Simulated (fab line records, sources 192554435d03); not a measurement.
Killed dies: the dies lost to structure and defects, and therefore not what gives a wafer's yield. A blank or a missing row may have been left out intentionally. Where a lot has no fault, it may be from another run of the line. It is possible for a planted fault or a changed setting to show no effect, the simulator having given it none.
Struck lot and sound lot, side by side / flow n5Finfet / 29 steps out of a route of 1938
Sound: the wafers L663.2, L663.4, L663.6. Struck: wafer L670.2. (L670.3, L670.4 of the same lot were not struck and are left out.) The cause comes at the end.
Each step with rows lists, per side, the tool, then ch with its chambers, then its first start. Under that, the readings that differ: sound wafers / struck wafers / difference of the means / sigmas: that difference in standard deviations of wafers without a fault.
alike: readings whose means differ by less than 2 such deviations, and words and numbers that are the same on both sides. not compared: withheld readings, readings that some wafer has no value for, bounds like >300 that may hide the same value, and numbers for which the record gives no deviation and whose values overlap.
The two part at a step that has a row with sigmas, a row that says differs or no value, or rows on one side only. Numbers that don't overlap but have no deviation are shown without sigmas and don't part them. A reading that every wafer of one side lacks parts them only if that side has two wafers or more.

first, 11 steps without rows for these wafers: N5_BEOL_M3_SPUTTER_92 (material Cu, target thk 4.5 nm, time 8.29 s); N5_BEOL_M3_ANNEAL_93 (time 240 s); N5_BEOL_M3_SPUTTER_94 (material Cu, target thk 4.5 nm, time 8.29 s); N5_BEOL_M3_ANNEAL_95 (time 240 s); N5_BEOL_M3_SPUTTER_96 (material Cu, target thk 4.5 nm, time 8.29 s); N5_BEOL_M3_ECD_50 (material Cu, target thk 300 nm); N5_BEOL_M3_ANNEAL_51 (time 90 s); N5_BEOL_M3_CMP_52 (polishes, stops on SiOC, t overpolish 6.8 s, target thk 40 nm); N5_BEOL_M3_PRE_CLEAN_60 (time 15 s); N5_BEOL_M3_CO_CAP_55 (material Co, precursor CCTBA/H2, target thk 2 nm, time 102.1 s); N5_BEOL_M3_PRE_CLEAN_56 (time 15 s).
N5_BEOL_M3_DEP_57: deposits SiCN from 3MS/NH3, target thk 8 nm, time 14 s.
  sound on pecvd-02 ch 0,2, day 9 21:59; struck on pecvd-02 ch 2, day 11 09:20
  alike: showerheadPlenumPTorr, throttleValvePct
N5_BEOL_M3_INSPECT_59: inspects for defects (darkfield).
  sound: defectInspect-02 at day 9 22:04; struck: defectInspect-02 at day 11 09:25
reading=rawDefectCount; sound=102 71 84; struck=381; difference=+295; sigmas=+10
then, 12 steps without rows for these wafers: N5_BEOL_M4_ILD_DEP_00 (deposits SiOC from DEMS/O2, target thk 79 nm, time 15.3 s); N5_BEOL_M4_PECVD_72 (deposits SiO2 from TEOS/O2, target thk 16 nm, time 18 s); N5_BEOL_M4_HM_DEP_02 (deposits TiN, target thk 20 nm); N5_BEOL_M4_COAT_61 (time 60 s, resist thk 60 nm); N5_BEOL_M4_COAT_62 (time 60 s, resist thk 12 nm); N5_BEOL_M4_COAT_73 (time 60 s, resist thk 5 nm); N5_BEOL_M4_COAT_05 (resist thk 30 nm); N5_BEOL_M4_EBR_07; N5_BEOL_M4_SOFTBAKE_06 (time 60 s); N5_BEOL_M4_EXPOSE_08 (exposes mask M4); N5_BEOL_M4_PEB_09 (peb time 60 s); N5_BEOL_M4_DEVELOP_10 (develop time 30 s).
N5_BEOL_M4_INSPECT_13: inspects for defects (brightfield).
  sound: defectInspect-01 at day 10 00:22; struck: defectInspect-02 at day 11 10:14
reading=rawDefectCount; sound=518 412 431; struck=777; difference=+323; sigmas=+2
then, 1 step without rows for these wafers: N5_BEOL_M4_DESCUM_16 (chemistry O2, time 7 s).
N5_BEOL_M4_RC_MEAS_101:
  sound on prober-01 ch 0, day 10 09:43; struck on prober-02 ch 0, day 11 20:33
  alike: DIBL_N, DIBL_P, IOFF_N, IOFF_P, ION_N, ION_P, SS_N, SS_P, VT_N, VT_P
-- record jumps: 5 days separate the struck wafers' starts on either side; left off in module BEOL_M4, taken up again in module PASSIVATION, whose first shown step is the route's number 1936 --
N5_PASSIVATION_PROBE_49:
  only the struck wafers here have rows in the record (prober-02, day 16 09:25); the sound ones have none

== WHERE THEY PART ==
At N5_BEOL_M3_INSPECT_59 first; at N5_PASSIVATION_PROBE_49 last (within this record only).

WHY: the cause the simulator had injected
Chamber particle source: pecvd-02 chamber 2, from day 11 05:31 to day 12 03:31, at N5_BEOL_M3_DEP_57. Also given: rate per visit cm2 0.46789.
